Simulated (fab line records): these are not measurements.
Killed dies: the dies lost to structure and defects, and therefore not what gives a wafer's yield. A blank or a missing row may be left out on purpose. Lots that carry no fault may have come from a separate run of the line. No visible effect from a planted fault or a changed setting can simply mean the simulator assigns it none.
A struck lot beside a sound one ; flow nand harc ; 15 steps out of a route of 1159
Sound: wafers L577.3, L577.4, L577.5. Struck: wafer L585.6. (L585.1, L585.4 of the same lot were not struck and are left out.) The cause comes at the end.
For every step that has rows: the tool of each side, followed by ch and its chambers, followed by its first start. Under that, the readings that differ: sound wafers ; struck wafers ; difference of the means ; sigmas: that difference in standard deviations of wafers without a fault.
alike: readings whose means differ by less than 2 such deviations, and words and numbers that are the same on both sides. not compared: withheld readings, readings that some wafer has no value for, bounds like >300 that may hide the same value, and numbers for which the record gives no deviation and whose values overlap.
Wherever a step has rows on one side only, a row that says differs or no value, or a row with sigmas, the two part there. Non-overlapping numbers with no deviation appear without sigmas and do not part them. A reading that every wafer of one side lacks parts them only if that side has two wafers or more.

first, 1 step without rows for these wafers: NHARC_A_ONON_D1_DEP_12 (target thk 1000 nm).
NHARC_A_ONON_D1_THK_MEAS_14: measures by ellipsometry.
  struck on film metro-02, day 11 14:17; sound on film metro-02, day 9 07:21
  alike: thk nm
then, 2 steps without rows for these wafers: NHARC_A_ONON_D1_ANNEAL_15 (time 3600 s); NHARC_A_ONON_D1_DEP_16 (target thk 1000 nm).
NHARC_A_ONON_D1_THK_MEAS_18: measures by ellipsometry.
  struck on film metro-02, day 11 21:41; sound on film metro-02, day 9 14:28
  alike: thk nm
next comes 1 step that has no rows for these wafers: NHARC_A_ONON_D1_DEP_19 (target thickness 1000 nm).
NHARC_A_ONON_D1_THK_MEAS_21: measures by ellipsometry.
  struck on film metro-02, day 11 22:15; sound on film metro-02, day 9 15:02
  alike: thk nm
next comes 1 step that has no rows for these wafers: NHARC_A_ONON_D1_DEP_22 (target thickness 1000 nm).
NHARC_A_ONON_D1_THK_MEAS_24: measures by ellipsometry.
  struck on film metro-02, day 11 22:49; sound on film metro-02, day 9 15:36
reading;sound;struck;difference;sigmas
thk nm (nm);988 987 988;1014;+26;+2
next comes 1 step that has no rows for these wafers: NHARC_A_ONON_D1_DEP_25 (target thickness 1000 nm).
NHARC_A_ONON_D1_THK_MEAS_27: measures by ellipsometry.
  struck on film metro-01, day 11 23:25; sound on film metro-02, day 9 16:10
  alike: thk nm
NHARC_A_ONON_D1_DEP_28: target thk 1000 nm.
  sound on pecvd onon-03 ch 0, day 9 16:20; struck on pecvd onon-02 ch 0, day 11 23:28
reading;sound;struck;difference;sigmas
susceptor temp C (C);400.09 400.21 400.16;399.65;-0.50;-2
NHARC_A_ONON_D1_THK_MEAS_30: measures by ellipsometry.
  struck on film metro-02, day 11 23:59; sound on film metro-02, day 9 16:44
reading;sound;struck;difference;sigmas
thk nm (nm);1006 1005 1006;679;-327;-40
NHARC_A_ONON_D1_DEP_33: deposits SiO2, target thk 200 nm.
  sound on pecvd-03 ch 0,1, day 9 16:47; struck on pecvd-03 ch 0, day 12 00:07
reading;sound;struck;difference;sigmas
rf fwd power W (W);897.7 892.1 895.2;900.9;+5.9;+2
  alike: chamber pressure Torr, heater power w, susceptor temp C, throttle valve pct
-- record jumps: 12 days between struck wafers' starts before vs after; left off in module A_ONON_D1, resumes in module END, first step shown is number 1159 of the route --
NHARC_END_SORT_01:
  at this point the record logs the struck wafers (prober-01 ch 0, day 23 21:59) and has no rows for the sound ones

## WHERE THEY PART
First at NHARC_A_ONON_D1_THK_MEAS_24; last, within this record, at NHARC_END_SORT_01.

WHY: what the simulator had put in
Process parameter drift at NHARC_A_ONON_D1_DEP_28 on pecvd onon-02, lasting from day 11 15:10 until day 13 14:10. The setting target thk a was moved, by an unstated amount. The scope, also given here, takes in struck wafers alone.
